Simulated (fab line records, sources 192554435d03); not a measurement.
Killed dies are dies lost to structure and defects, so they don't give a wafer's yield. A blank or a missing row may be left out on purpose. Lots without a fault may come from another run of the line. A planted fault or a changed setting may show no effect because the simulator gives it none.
Split-lot experiment | flow n5_finfet | 7 lots, 21 wafers read, on a route of 1938 steps

THE SPLIT
At N5_BEOL_M11_ALD_74 (deposits TaN, target thk 2 nm, pulse time 2 s, purge time 3 s), the setting ald_cycles was moved away from the recipe's 40 on 6 of the 21 wafers read, by +12.5% to +15.0%. The other wafers ran this setting at the recipe's value.

The reading is taken at the split's own step.

THE READING
TaN_of_BEOL_M11_ALD_74.thk_nm (the simulator's own value, which no gauge read), in nm, at N5_BEOL_M11_ALD_74 (deposits TaN, target thk 2 nm, pulse time 2 s, purge time 3 s). The file gives no usual value for it.

wafer  | tool, chamber at the split | ald_cycles as run | against the recipe | TaN_of_BEOL_M11_ALD_74.thk_nm, nm | against lot-mates on the recipe
L083.1 | ald_metal-04, 3,2,2        | 40                | recipe             | 2                                 | -
L083.3 | ald_metal-04, 3,2,2        | 40                | recipe             | 2                                 | -
L083.6 | ald_metal-04, 3,2,2        | 40                | recipe             | 2                                 | -
L086.2 | ald_metal-02, 0            | 40                | recipe             | 2                                 | -
L086.4 | ald_metal-02, 2            | 45                | +12.5%             | 2.2                               | +0.2
L086.6 | ald_metal-02, 2            | 45                | +12.5%             | 2.2                               | +0.2
L085.1 | ald_metal-03, 2,1          | 40                | recipe             | 2                                 | -
L085.5 | ald_metal-03, 2,1          | 40                | recipe             | 2                                 | -
L085.6 | ald_metal-03, 0            | 45                | +12.5%             | 2.2                               | +0.2
L089.1 | ald_metal-03, 0,2,1        | 40                | recipe             | 2                                 | -
L089.3 | ald_metal-03, 0,2,1        | 40                | recipe             | 2                                 | -
L089.5 | ald_metal-03, 0,2,1        | 40                | recipe             | 2                                 | -
L093.1 | ald_metal-02, 3,2          | 46                | +15.0%             | 2.4                               | +0.4
L093.6 | ald_metal-02, 3,2          | 46                | +15.0%             | 2.4                               | +0.4
L093.4 | ald_metal-02, 2            | 40                | recipe             | 2                                 | -
L096.1 | ald_metal-04, 0,3,2        | 40                | recipe             | 2                                 | -
L096.3 | ald_metal-04, 0,3,2        | 40                | recipe             | 2                                 | -
L096.5 | ald_metal-04, 0,3,2        | 40                | recipe             | 2                                 | -
L079.1 | ald_metal-03, 3,1          | 40                | recipe             | 2                                 | -
L079.3 | ald_metal-03, 3,1          | 40                | recipe             | 2                                 | -
L079.2 | ald_metal-03, 0            | 45                | +12.5%             | 2.2                               | +0.2
Where a row lists several chambers, the file gives one row for several wafers and doesn't say which wafer went through which chamber.

THE FIT
A straight line over all 21 wafers: TaN_of_BEOL_M11_ALD_74.thk_nm changes by +0.0206 nm for each +1% of ald_cycles; r = +0.96; the points scatter about the line by 0.04 nm.
The same after taking each lot's own level away (the mean of its wafers on the recipe; 21 wafers): +0.0206 nm for each +1%; r = +0.96; scatter 0.04 nm.
On that fit, the largest move of ald_cycles shifts the reading by 0.31 nm.
The lots' own levels span 2.00 to 2.00 nm.
So the lot-to-lot level changes the slope little: the two slopes agree.
Check: with one of the wafers moved furthest among these (+15.0%) left out of the fit, the line predicts +0.283 nm for it against its lot-mates. It came out at +0.4 nm against them.

THE FILE'S OWN FIT
TaN_of_BEOL_M11_ALD_74.thk_nm changes by +0.0195 nm for each +1% of ald_cycles, r = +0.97.
